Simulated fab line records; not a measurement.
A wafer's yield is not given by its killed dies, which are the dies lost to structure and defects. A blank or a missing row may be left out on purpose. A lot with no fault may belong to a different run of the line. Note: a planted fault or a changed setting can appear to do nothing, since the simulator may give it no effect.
What tool caused it? :: flow nand-harc :: 11 lots with 33 wafers sampled at 5 steps, on a route of 1159 steps

WHAT EACH GAUGE READ, for each wafer
NHARC_END_SORT_01.
lot: L540
measured: day 22 08:10
on: prober-01
killed-at-array: 22 18 26
killed-at-other: 1 1 0
killed-at-periphery: 2 2 6
killed-dies: 25 21 32
killed-open: 5 2 4
killed-short: 0 0 3

lot: L541
measured: day 22 16:02
on: prober-01
killed-at-array: 42 35 46
killed-at-other: 0 0 0
killed-at-periphery: 4 3 5
killed-dies: 46 38 51
killed-open: 4 0 4
killed-short: 1 0 5

lot: L544
measured: day 22 18:27
on: prober-02
killed-at-array: 34 28 27
killed-at-other: 0 1 0
killed-at-periphery: 5 7 1
killed-dies: 39 36 28
killed-open: 2 5 4
killed-short: 1 1 0

EACH LOT AND THE TOOL THAT RAN IT (in order: tool; ch and the chambers of the sampled wafers; start)
lot: L530
NHARC_A_STAIRCASE_ETCH_169: rie-diel-12 ch 1,2,3, day 11 05:00
NHARC_A_STAIRCASE_STRIP_171: plasma-asher-02 ch 0,1, day 11 05:20
NHARC_A_STAIRCASE_TRIM_12: rie-diel-02 ch 2,3, day 11 07:00
NHARC_A_STAIRCASE_TRIM_22: rie-diel-12 ch 0,1,3, day 11 08:59

lot: L531
NHARC_A_STAIRCASE_ETCH_169: rie-diel-12 ch 0,2,3, day 11 05:10
NHARC_A_STAIRCASE_STRIP_171: plasma-asher-01 ch 0,1, day 11 05:34
NHARC_A_STAIRCASE_TRIM_12: rie-diel-02 ch 0,1,3, day 11 07:14
NHARC_A_STAIRCASE_TRIM_22: rie-diel-02 ch 1,2,3, day 11 08:52

lot: L534
NHARC_A_STAIRCASE_ETCH_169: rie-diel-02 ch 0,2,3, day 12 02:37
NHARC_A_STAIRCASE_STRIP_171: plasma-asher-01 ch 0, day 12 02:53
NHARC_A_STAIRCASE_TRIM_12: rie-diel-12 ch 0,1,3, day 12 04:24
NHARC_A_STAIRCASE_TRIM_22: rie-diel-02 ch 2,3, day 12 05:54

lot: L538
NHARC_A_STAIRCASE_ETCH_169: rie-diel-11 ch 0,1,2, day 12 20:33
NHARC_A_STAIRCASE_STRIP_171: plasma-asher-01 ch 0,1, day 13 01:01
NHARC_A_STAIRCASE_TRIM_12: rie-diel-12 ch 0,1,2, day 13 02:34
NHARC_A_STAIRCASE_TRIM_22: rie-diel-12 ch 0,1,2, day 13 04:04

lot: L540
NHARC_A_STAIRCASE_ETCH_169: rie-diel-11 ch 0,1,2, day 13 20:41
NHARC_A_STAIRCASE_STRIP_171: plasma-asher-02 ch 0,1, day 13 20:55
NHARC_A_STAIRCASE_TRIM_12: rie-diel-12 ch 0,1,2, day 13 22:59
NHARC_A_STAIRCASE_TRIM_22: rie-diel-12 ch 0,2, day 14 00:29

lot: L542
NHARC_A_STAIRCASE_ETCH_169: rie-diel-12 ch 0,2, day 13 21:00
NHARC_A_STAIRCASE_STRIP_171: plasma-asher-02 ch 0,1, day 13 21:13
NHARC_A_STAIRCASE_TRIM_12: rie-diel-11 ch 1,2,3, day 13 22:50
NHARC_A_STAIRCASE_TRIM_22: rie-diel-11 ch 1,3, day 14 01:05

lot: L541
NHARC_A_STAIRCASE_ETCH_169: rie-diel-12 ch 2,3, day 14 00:10
NHARC_A_STAIRCASE_STRIP_171: plasma-asher-01 ch 0,1, day 14 00:31
NHARC_A_STAIRCASE_TRIM_12: rie-diel-11 ch 0,1,2, day 14 02:04
NHARC_A_STAIRCASE_TRIM_22: rie-diel-12 ch 1,2,3, day 14 05:11

lot: L544
NHARC_A_STAIRCASE_ETCH_169: rie-diel-11 ch 1,2,3, day 14 05:27
NHARC_A_STAIRCASE_STRIP_171: plasma-asher-01 ch 0, day 14 05:44
NHARC_A_STAIRCASE_TRIM_12: rie-diel-12 ch 0,1, day 14 07:47
NHARC_A_STAIRCASE_TRIM_22: rie-diel-12 ch 0,1,2, day 14 10:14

lot: L549
NHARC_A_STAIRCASE_ETCH_169: rie-diel-12 ch 0,1,3, day 15 16:48
NHARC_A_STAIRCASE_STRIP_171: plasma-asher-01 ch 0,1, day 15 17:02
NHARC_A_STAIRCASE_TRIM_12: rie-diel-12 ch 0,1,3, day 15 18:40
NHARC_A_STAIRCASE_TRIM_22: rie-diel-11 ch 0,1,2, day 15 20:08

lot: L551
NHARC_A_STAIRCASE_ETCH_169: rie-diel-12 ch 0,1, day 16 15:34
NHARC_A_STAIRCASE_STRIP_171: plasma-asher-01 ch 0,1, day 16 15:51
NHARC_A_STAIRCASE_TRIM_12: rie-diel-11 ch 1,2, day 16 17:24
NHARC_A_STAIRCASE_TRIM_22: rie-diel-11 ch 0,2, day 16 18:52

lot: L552
NHARC_A_STAIRCASE_ETCH_169: rie-diel-11 ch 1,2,3, day 16 15:46
NHARC_A_STAIRCASE_STRIP_171: plasma-asher-02 ch 0,1, day 16 16:03
NHARC_A_STAIRCASE_TRIM_12: rie-diel-02 ch 1,3, day 16 17:42
NHARC_A_STAIRCASE_TRIM_22: rie-diel-02 ch 0,1,3, day 16 19:35
- NHARC_A_STAIRCASE_ETCH_169: etches the open film in CH3F/O2, target depth 50 nm, time 107.1 s.
- NHARC_A_STAIRCASE_STRIP_171: strips in O2.
- NHARC_A_STAIRCASE_TRIM_12: chemistry O2, time 211.2 s.
- NHARC_A_STAIRCASE_TRIM_22: chemistry O2, time 211.2 s.

AS READ BY THE TOOLS THEMSELVES (means over the sampled wafers that have a number; for cases with no such wafer, the mark the record gives instead)
NHARC_A_STAIRCASE_ETCH_169.
lot: L530
tool: rie-diel-12
drypump-motor-current-A (A): 5.6
o2-flow-sccm (sccm): 30.01
oes-product-au (a.u.): 0.958
rf-vpp-V (V): 243.6
showerhead-plenum-p-Torr (Torr): 2.42
throttle-valve-pct (%): 20.659

lot: L531
tool: rie-diel-12
drypump-motor-current-A (A): 6.1
o2-flow-sccm (sccm): 30.02
oes-product-au (a.u.): 0.941
rf-vpp-V (V): 243.9
showerhead-plenum-p-Torr (Torr): 2.39
throttle-valve-pct (%): 20.668

lot: L534
tool: rie-diel-02
drypump-motor-current-A (A): 6.0
o2-flow-sccm (sccm): 29.95
oes-product-au (a.u.): 0.937
rf-vpp-V (V): 244.3
showerhead-plenum-p-Torr (Torr): 2.41
throttle-valve-pct (%): 20.657

lot: L538
tool: rie-diel-11
drypump-motor-current-A (A): 5.7
o2-flow-sccm (sccm): 29.96
oes-product-au (a.u.): 0.964
rf-vpp-V (V): 243.6
showerhead-plenum-p-Torr (Torr): 2.40
throttle-valve-pct (%): 20.652

lot: L540
tool: rie-diel-11
drypump-motor-current-A (A): 5.7
o2-flow-sccm (sccm): 29.99
oes-product-au (a.u.): 0.961
rf-vpp-V (V): 242.7
showerhead-plenum-p-Torr (Torr): 2.39
throttle-valve-pct (%): 20.662

lot: L542
tool: rie-diel-12
drypump-motor-current-A (A): 6.4
o2-flow-sccm (sccm): 30.08
oes-product-au (a.u.): 0.965
rf-vpp-V (V): 244.0
showerhead-plenum-p-Torr (Torr): 2.40
throttle-valve-pct (%): 20.670

lot: L541
tool: rie-diel-12
drypump-motor-current-A (A): 5.7
o2-flow-sccm (sccm): 30.01
oes-product-au (a.u.): 0.962
rf-vpp-V (V): 242.9
showerhead-plenum-p-Torr (Torr): 2.36
throttle-valve-pct (%): 20.668

lot: L544
tool: rie-diel-11
drypump-motor-current-A (A): 5.7
o2-flow-sccm (sccm): 30.05
oes-product-au (a.u.): 0.953
rf-vpp-V (V): 243.2
showerhead-plenum-p-Torr (Torr): 2.43
throttle-valve-pct (%): 20.667

lot: L549
tool: rie-diel-12
drypump-motor-current-A (A): 6.0
o2-flow-sccm (sccm): 29.95
oes-product-au (a.u.): 0.922
rf-vpp-V (V): 243.9
showerhead-plenum-p-Torr (Torr): 2.43
throttle-valve-pct (%): 20.661

lot: L551
tool: rie-diel-12
drypump-motor-current-A (A): 5.8
o2-flow-sccm (sccm): 30.01
oes-product-au (a.u.): 0.926
rf-vpp-V (V): 245.7
showerhead-plenum-p-Torr (Torr): 2.47
throttle-valve-pct (%): 20.664

lot: L552
tool: rie-diel-11
drypump-motor-current-A (A): 5.7
o2-flow-sccm (sccm): 30.09
oes-product-au (a.u.): 0.956
rf-vpp-V (V): 244.6
showerhead-plenum-p-Torr (Torr): 2.42
throttle-valve-pct (%): 20.661

NHARC_A_STAIRCASE_STRIP_171.
lot: L530
tool: plasma-asher-02
drypump-motor-current-A (A): 5.8
heater-power-w (W): 325

lot: L531
tool: plasma-asher-01
drypump-motor-current-A (A): 5.6
heater-power-w (W): 317

lot: L534
tool: plasma-asher-01
drypump-motor-current-A (A): 5.2
heater-power-w (W): 291

lot: L538
tool: plasma-asher-01
drypump-motor-current-A (A): 5.5
heater-power-w (W): 320

lot: L540
tool: plasma-asher-02
drypump-motor-current-A (A): 5.8
heater-power-w (W): 325

lot: L542
tool: plasma-asher-02
drypump-motor-current-A (A): 5.9
heater-power-w (W): 317

lot: L541
tool: plasma-asher-01
drypump-motor-current-A (A): 5.9
heater-power-w (W): 340

lot: L544
tool: plasma-asher-01
drypump-motor-current-A (A): 5.2
heater-power-w (W): 299

lot: L549
tool: plasma-asher-01
drypump-motor-current-A (A): 5.5
heater-power-w (W): 321

lot: L551
tool: plasma-asher-01
drypump-motor-current-A (A): 5.5
heater-power-w (W): 318

lot: L552
tool: plasma-asher-02
drypump-motor-current-A (A): 5.8
heater-power-w (W): 332

NHARC_A_STAIRCASE_TRIM_12.
lot: L530
tool: rie-diel-02
drypump-motor-current-A (A): 5.9
o2-flow-sccm (sccm): 499.5
oes-product-au (a.u.): 0.998
rf-vpp-V (V): 57.9
run-length-s (s): 233.0
showerhead-plenum-p-Torr (Torr): 3.54
throttle-valve-pct (%): 17.048

lot: L531
tool: rie-diel-02
drypump-motor-current-A (A): 6.4
o2-flow-sccm (sccm): 500.5
oes-product-au (a.u.): 1.010
rf-vpp-V (V): 58.1
run-length-s (s): 233.0
showerhead-plenum-p-Torr (Torr): 3.53
throttle-valve-pct (%): 17.032

lot: L534
tool: rie-diel-12
drypump-motor-current-A (A): 6.0
o2-flow-sccm (sccm): 501.1
oes-product-au (a.u.): 0.995
rf-vpp-V (V): 57.3
run-length-s (s): 232.7
showerhead-plenum-p-Torr (Torr): 3.51
throttle-valve-pct (%): 17.031

lot: L538
tool: rie-diel-12
drypump-motor-current-A (A): 5.9
o2-flow-sccm (sccm): 499.5
oes-product-au (a.u.): 1.001
rf-vpp-V (V): 57.3
run-length-s (s): 232.9
showerhead-plenum-p-Torr (Torr): 3.49
throttle-valve-pct (%): 17.029

lot: L540
tool: rie-diel-12
drypump-motor-current-A (A): 5.9
o2-flow-sccm (sccm): 500.0
oes-product-au (a.u.): 1.009
rf-vpp-V (V): 58.3
run-length-s (s): 233.1
showerhead-plenum-p-Torr (Torr): 3.48
throttle-valve-pct (%): 17.036

lot: L542
tool: rie-diel-11
drypump-motor-current-A (A): 5.7
o2-flow-sccm (sccm): 500.4
oes-product-au (a.u.): 0.999
rf-vpp-V (V): 57.7
run-length-s (s): 232.8
showerhead-plenum-p-Torr (Torr): 3.49
throttle-valve-pct (%): 17.037

lot: L541
tool: rie-diel-11
drypump-motor-current-A (A): 5.7
o2-flow-sccm (sccm): 500.4
oes-product-au (a.u.): 1.003
rf-vpp-V (V): 56.4
run-length-s (s): 232.8
showerhead-plenum-p-Torr (Torr): 3.44
throttle-valve-pct (%): 17.030

lot: L544
tool: rie-diel-12
drypump-motor-current-A (A): 5.8
o2-flow-sccm (sccm): 500.3
oes-product-au (a.u.): 1.008
rf-vpp-V (V): 57.8
run-length-s (s): 233.1
showerhead-plenum-p-Torr (Torr): 3.55
throttle-valve-pct (%): 17.035

lot: L549
tool: rie-diel-12
drypump-motor-current-A (A): 6.0
o2-flow-sccm (sccm): 500.4
oes-product-au (a.u.): 0.998
rf-vpp-V (V): 57.7
run-length-s (s): 232.4
showerhead-plenum-p-Torr (Torr): 3.49
throttle-valve-pct (%): 17.038

lot: L551
tool: rie-diel-11
drypump-motor-current-A (A): 5.4
o2-flow-sccm (sccm): 500.0
oes-product-au (a.u.): 1.003
rf-vpp-V (V): 57.7
run-length-s (s): 232.9
showerhead-plenum-p-Torr (Torr): 3.47
throttle-valve-pct (%): 17.040

lot: L552
tool: rie-diel-02
drypump-motor-current-A (A): 6.4
o2-flow-sccm (sccm): 500.9
oes-product-au (a.u.): 1.000
rf-vpp-V (V): 58.2
run-length-s (s): 232.8
showerhead-plenum-p-Torr (Torr): 3.58
throttle-valve-pct (%): 17.035

NHARC_A_STAIRCASE_TRIM_22.
lot: L530
tool: rie-diel-12
drypump-motor-current-A (A): 6.0
o2-flow-sccm (sccm): 499.6
oes-product-au (a.u.): 0.994
rf-vpp-V (V): 57.5
run-length-s (s): 232.8
showerhead-plenum-p-Torr (Torr): 3.51
throttle-valve-pct (%): 17.036

lot: L531
tool: rie-diel-02
drypump-motor-current-A (A): 6.1
o2-flow-sccm (sccm): 498.4
oes-product-au (a.u.): 1.003
rf-vpp-V (V): 57.8
run-length-s (s): 232.8
showerhead-plenum-p-Torr (Torr): 3.47
throttle-valve-pct (%): 17.034

lot: L534
tool: rie-diel-02
drypump-motor-current-A (A): 5.6
o2-flow-sccm (sccm): 498.8
oes-product-au (a.u.): 0.995
rf-vpp-V (V): 57.3
run-length-s (s): 232.7
showerhead-plenum-p-Torr (Torr): 3.40
throttle-valve-pct (%): 17.038

lot: L538
tool: rie-diel-12
drypump-motor-current-A (A): 5.9
o2-flow-sccm (sccm): 499.4
oes-product-au (a.u.): 0.997
rf-vpp-V (V): 58.4
run-length-s (s): 233.0
showerhead-plenum-p-Torr (Torr): 3.49
throttle-valve-pct (%): 17.035

lot: L540
tool: rie-diel-12
drypump-motor-current-A (A): 6.3
o2-flow-sccm (sccm): 500.2
oes-product-au (a.u.): 1.001
rf-vpp-V (V): 58.5
run-length-s (s): 232.9
showerhead-plenum-p-Torr (Torr): 3.44
throttle-valve-pct (%): 17.028

lot: L542
tool: rie-diel-11
drypump-motor-current-A (A): 6.1
o2-flow-sccm (sccm): 498.9
oes-product-au (a.u.): 1.009
rf-vpp-V (V): 56.7
run-length-s (s): 232.5
showerhead-plenum-p-Torr (Torr): 3.49
throttle-valve-pct (%): 17.033

lot: L541
tool: rie-diel-12
drypump-motor-current-A (A): 5.6
o2-flow-sccm (sccm): 499.4
oes-product-au (a.u.): 0.995
rf-vpp-V (V): 58.1
run-length-s (s): 273.1
showerhead-plenum-p-Torr (Torr): 3.46
throttle-valve-pct (%): 17.033

lot: L544
tool: rie-diel-12
drypump-motor-current-A (A): 5.9
o2-flow-sccm (sccm): 499.5
oes-product-au (a.u.): 1.000
rf-vpp-V (V): 57.7
run-length-s (s): 273.4
showerhead-plenum-p-Torr (Torr): 3.48
throttle-valve-pct (%): 17.037

lot: L549
tool: rie-diel-11
drypump-motor-current-A (A): 5.7
o2-flow-sccm (sccm): 500.0
oes-product-au (a.u.): 1.000
rf-vpp-V (V): 57.7
run-length-s (s): 232.8
showerhead-plenum-p-Torr (Torr): 3.43
throttle-valve-pct (%): 17.034

lot: L551
tool: rie-diel-11
drypump-motor-current-A (A): 6.0
o2-flow-sccm (sccm): 499.3
oes-product-au (a.u.): 1.002
rf-vpp-V (V): 57.9
run-length-s (s): 232.4
showerhead-plenum-p-Torr (Torr): 3.67
throttle-valve-pct (%): 17.042

lot: L552
tool: rie-diel-02
drypump-motor-current-A (A): 6.5
o2-flow-sccm (sccm): 498.3
oes-product-au (a.u.): 1.002
rf-vpp-V (V): 57.6
run-length-s (s): 233.1
showerhead-plenum-p-Torr (Torr): 3.51
throttle-valve-pct (%): 17.043

THE ANSWER, worked out from the rows above alone
Rule: what is usual is taken from the lots themselves. The widest of any qualifying gaps counts: lots, ordered by their means at a reading, are off when they make up no more than a third of the lots, leave a main group of 4 or more, and stand apart from it by 3 or more times the standard deviation of that group's means. The tables above print the reading to a certain number of digits; a main group whose means all agree to those digits is not used. Also off: a lot with no number at a reading for which 4 or more lots have one. All remaining lots with rows at the step are treated as sound. Order of review: gauges by route order, followed by the tools' own readings, for which a lot's mean as printed above is used. The first step at which some lot is off is used, and at that step the reading that is off furthest; a lot without a number counts as furthest.
Off, at NHARC_A_STAIRCASE_TRIM_22 on run-length-s: L541, L544. Main group: mean 232.8 s, sd 0.21.
If a tool, at that step or one of the process steps before it, ran each lot that is off and ran no sound lot following the first of them, it fits. One fits: NHARC_A_STAIRCASE_TRIM_22 on rie-diel-12. A fault onset in the window from L540 (day 14 00:29, its last sound lot) to L541 (day 14 05:11, its first lot off) fits.
The tool's own readings at NHARC_A_STAIRCASE_TRIM_22 bear it out: on the lots that are off they differ by more than 5 times the standard deviation of the sound lots' means. run-length-s reads 273.2 s there against 232.8 s on the sound lots.

WHAT THE SIMULATOR HAD PUT IN
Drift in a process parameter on rie-diel-12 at NHARC_A_STAIRCASE_TRIM_22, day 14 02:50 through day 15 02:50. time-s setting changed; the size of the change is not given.
Shown lots that were struck: L541, L544. The rule above reached the same finding.
